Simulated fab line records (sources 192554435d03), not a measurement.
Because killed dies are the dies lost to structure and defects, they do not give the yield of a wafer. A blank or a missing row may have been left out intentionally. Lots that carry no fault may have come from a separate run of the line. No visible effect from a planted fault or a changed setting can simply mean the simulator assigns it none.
Struck lot and sound lot, side by side :: flow n5_finfet :: 19 steps out of a route of 1938
Sound: these wafers, L264.1, L264.5, L264.6. Wafers L270.3, L270.4, L270.6 were the ones struck. The cause comes at the end.
For every step that has rows: the tool of each side, followed by ch and its chambers, followed by its first start. Under that, the readings that differ: sound wafers :: struck wafers :: difference of the means :: sigmas: that difference in standard deviations of wafers without a fault.
alike: same words and numbers on both sides, and readings whose means sit less than 2 such deviations apart. not compared: any withheld reading, any reading some wafer has no value for, any bound like >300 that may hide the same value, and any number with overlapping values for which the record gives no deviation.
Wherever a step has rows on one side only, a row that says differs or no value, or a row with sigmas, the two part there. Numbers that don't overlap but have no deviation are shown without sigmas and don't part them. Lack of a reading on every wafer of one side parts them only where that side has two or more wafers.

N5_BEOL_M3_INSPECT_30: inspects for defects (brightfield).
  sound: defect_inspect-01 at day 9 01:25; struck: defect_inspect-02 at day 10 22:54
reading: raw_defect_count
sound: 558 718 647
struck: 311 339 361
difference: -304
sigmas: -3
then, 1 step without rows for these wafers: N5_BEOL_M3_DESCUM_33 (chemistry O2, time 7 s).
N5_BEOL_M3_ETCH_77: etches underlayer in N2/H2, target depth 6.5 nm, time 5.2 s.
  sound on rie_diel-03 ch 2,3, day 9 01:29; struck on rie_diel-05 ch 2,3, day 10 22:58
  alike: drypump_motor_current_A, etch_rf_on_time_s, n2_flow_sccm, oes_product_au, rf_fwd_power_W, rf_vpp_V, showerhead_plenum_p_Torr, throttle_valve_pct
  not compared: rf_hours_counter_h
N5_BEOL_M3_ETCH_69: etches SiARC in CF4, target depth 15.6 nm, time 26 s.
  sound on rie_diel-03 ch 2,3, day 9 01:31; struck on rie_diel-05 ch 2,3, day 10 22:59
  alike: drypump_motor_current_A, etch_rf_on_time_s, oes_product_au, rf_fwd_power_W, rf_vpp_V, showerhead_plenum_p_Torr, throttle_valve_pct
  not compared: rf_hours_counter_h
then, 1 step without rows for these wafers: N5_BEOL_M3_ALD_98 (deposits SiO2, target thk 2.5 nm, pulse time 1 s, co reactant pulse time 1 s).
N5_BEOL_M3_ETCHBACK_99: etches SiO2 in CHF3, target depth 5 nm, time 10.4 s.
  sound on rie_diel-03 ch 1,2,3, day 9 05:31; struck on rie_diel-05 ch 2,3, day 11 06:05
  alike: drypump_motor_current_A, oes_product_au, rf_vpp_V, showerhead_plenum_p_Torr, throttle_valve_pct
  not compared: rf_hours_counter_h
then, 3 steps without rows for these wafers: N5_BEOL_M3_ETCH_70 (etches SOC in N2/H2, target depth 80 nm, overetch 16 nm, time 120 s); N5_BEOL_M3_STRIP_71 (strips in N2/H2); N5_BEOL_M3_STRIP_78 (strips in N2/H2).
N5_BEOL_M3_VIA_ETCH_34: etches the open film in C4F6/O2, target depth 69.4 nm, time 65.9 s.
  sound on rie_diel-03 ch 1,2,3, day 9 05:40; struck on rie_diel-05 ch 2,3, day 11 06:14
  alike: O2_flow_sccm, drypump_motor_current_A, oes_f_703_au, oes_o_777_au, oes_product_au, rf_fwd_power_W, rf_vpp_V, showerhead_plenum_p_Torr, throttle_valve_pct
  not compared: rf_hours_counter_h
then, 2 steps without rows for these wafers: N5_BEOL_M3_STRIP_83 (strips in C4F6/O2); N5_BEOL_M3_STRIP_36 (strips in N2/H2).
N5_BEOL_M3_TRENCH_ETCH_37: etches SiOC in C4F6/O2, target depth 55.555 nm, time 29.2 s.
  sound on rie_diel-03 ch 1,2,3, day 9 05:46; struck on rie_diel-05 ch 2,3, day 11 06:20
reading: oes_f_703_au (a.u.)
sound: 0.70 0.76 0.69
struck: 0.91 0.91 0.92
difference: +0.20
sigmas: +4

reading: oes_o_777_au (a.u.)
sound: 0.70 0.79 0.68
struck: 0.88 0.90 0.91
difference: +0.17
sigmas: +3

reading: rf_fwd_power_W (W)
sound: 350.9 351.8 353.1
struck: 434.6 435.6 436.4
difference: +83.6
sigmas: +40

reading: rf_vpp_V (V)
sound: 647 641 652
struck: 616 598 597
difference: -43
sigmas: -2

reading: model.BEOL_M3.feature_depth_nm (nm)
sound: 54.4 54.2 56
struck: 60.6 60.6 60.6
difference: +5.7
sigmas: 

reading: model.etch.depth_nm (nm)
sound: 54.48 54.21 55.91
struck: 60.51 60.53 60.5
difference: +5.65
sigmas: 
  alike: O2_flow_sccm, drypump_motor_current_A, oes_product_au, showerhead_plenum_p_Torr, throttle_valve_pct
  not compared: rf_hours_counter_h
N5_BEOL_M3_ETCH_41: etches SiCN in CH3F/O2, target depth 29.9 nm, time 52.5 s.
  sound on rie_diel-03 ch 1,2,3; struck on rie_diel-05 ch 2,3
  alike: O2_flow_sccm, drypump_motor_current_A, oes_product_au, rf_fwd_power_W, rf_vpp_V, showerhead_plenum_p_Torr, throttle_valve_pct
  not compared: rf_hours_counter_h
then, 1 step without rows for these wafers: N5_BEOL_M3_STRIP_97 (strips in N2/H2, time 10 s).
N5_BEOL_M3_OCD_MEAS_38:
  sound: ocd-02 at day 9 05:55; struck: ocd-02 at day 11 06:29
reading: trench_depth_nm (nm)
sound: 54.7 54.5 55.9
struck: 60.4 60.1 60.6
difference: +5.3
sigmas: +5
then, 1 step without rows for these wafers: N5_BEOL_M3_HM_STRIP_39 (strips TiN in peroxide tin strip, target depth 25 nm, time 158 s).
N5_BEOL_M4_RC_MEAS_101:
  sound on prober-02 ch 0, day 10 02:07; struck on prober-01 ch 0, day 11 17:09
  alike: DIBL_N, DIBL_P, IOFF_N, IOFF_P, ION_N, ION_P, SS_N, SS_P, VT_N, VT_P
N5_PASSIVATION_PROBE_49:
  the record holds rows for the sound wafers here (prober-02, day 14 17:25) but none for the struck ones

## WHERE THEY PART
First at N5_BEOL_M3_INSPECT_30; last, within this record, at N5_PASSIVATION_PROBE_49.

WHY: the cause the simulator had injected
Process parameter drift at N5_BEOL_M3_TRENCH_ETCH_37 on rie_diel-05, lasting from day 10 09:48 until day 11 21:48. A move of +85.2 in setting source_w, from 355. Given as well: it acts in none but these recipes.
